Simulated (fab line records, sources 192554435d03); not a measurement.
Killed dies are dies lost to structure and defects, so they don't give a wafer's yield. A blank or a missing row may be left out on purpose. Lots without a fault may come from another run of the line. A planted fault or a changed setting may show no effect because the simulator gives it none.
Chamber matching | flow n5_finfet | N5_BEOL_M10_STRIP_36 on rie_diel-03: 4 sister chambers
The step strips in N2/H2. 18 wafers are shown with their chamber, then 9 later ones without.

WAFERS WITH THEIR CHAMBER
wafer  | chamber | drypump_motor_current_A (A) | throttle_valve_pct (%) | showerhead_plenum_p_Torr (Torr)
L077.4 | 0       | 5.8                         | 23.3                   | 2.50
L077.5 | 1       | 6.3                         | 23.8                   | 2.56
L077.6 | 3       | 5.5                         | 24.1                   | 2.59
L083.1 | 3       | 5.5                         | 24.1                   | 2.59
L083.2 | 2       | 5.4                         | 23.3                   | 2.59
L083.4 | 1       | 6.3                         | 23.7                   | 2.56
L086.2 | 1       | 6.3                         | 23.7                   | 2.55
L086.4 | 0       | 5.8                         | 23.3                   | 2.48
L086.6 | 3       | 5.4                         | 24.1                   | 2.58
L085.1 | 3       | 5.5                         | 24.2                   | 2.58
L085.3 | 0       | 5.8                         | 23.3                   | 2.49
L085.4 | 2       | 5.3                         | 23.3                   | 2.58
L088.1 | 3       | 5.5                         | 24.1                   | 2.58
L088.5 | 1       | 6.3                         | 23.8                   | 2.55
L088.6 | 0       | 5.8                         | 23.4                   | 2.48
L090.2 | 3       | 5.5                         | 24.1                   | 2.58
L090.4 | 0       | 5.8                         | 23.4                   | 2.48
L090.5 | 3       | 5.4                         | 24.1                   | 2.58

SIGNATURES (means of the wafers above)
reading                  | chamber 0 | chamber 1 | chamber 2 | chamber 3 | scatter within a chamber
drypump_motor_current_A  | 5.800     | 6.300     | 5.350     | 5.471     | 0.0371
throttle_valve_pct       | 23.340    | 23.750    | 23.300    | 24.114    | 0.0467
showerhead_plenum_p_Torr | 2.4860    | 2.5550    | 2.5850    | 2.5829    | 0.00662
Rule: a wafer's distance from a chamber is the root of the sum, over the readings, of the square of ((its reading less the chamber's mean) divided by the reading's scatter). The wafer belongs to the nearest chamber; if the next one is less than 2 further off, it can't be placed. The scatter: the root of (the sum of the squares of (reading less its chamber's mean) over the shown wafers, divided by (wafers less chambers)).

WAFERS WITHOUT THEIR CHAMBER
wafer  | drypump_motor_current_A (A) | throttle_valve_pct (%) | showerhead_plenum_p_Torr (Torr)
L092.1 | 5.8                         | 23.4                   | 2.48
L092.4 | 5.4                         | 23.3                   | 2.58
L092.6 | 5.4                         | 24.1                   | 2.58
L096.4 | 6.3                         | 23.8                   | 2.54
L096.5 | 6.4                         | 23.8                   | 2.54
L096.6 | 5.8                         | 23.3                   | 2.48
L097.1 | 5.8                         | 23.4                   | 2.47
L097.4 | 5.4                         | 23.4                   | 2.57
L097.5 | 5.8                         | 23.4                   | 2.47

WHICH CHAMBER EACH WENT THROUGH
wafer  | from the rows above | in truth
L092.1 | 0                   | 0
L092.4 | 2                   | 2
L092.6 | 3                   | 3
L096.4 | 1                   | 1
L096.5 | 1                   | 1
L096.6 | 0                   | 0
L097.1 | 0                   | 0
L097.4 | 2                   | 2
L097.5 | 0                   | 0
Placed correctly: 9 of 9. Can't be placed from these rows: 0. Placed wrongly: 0.
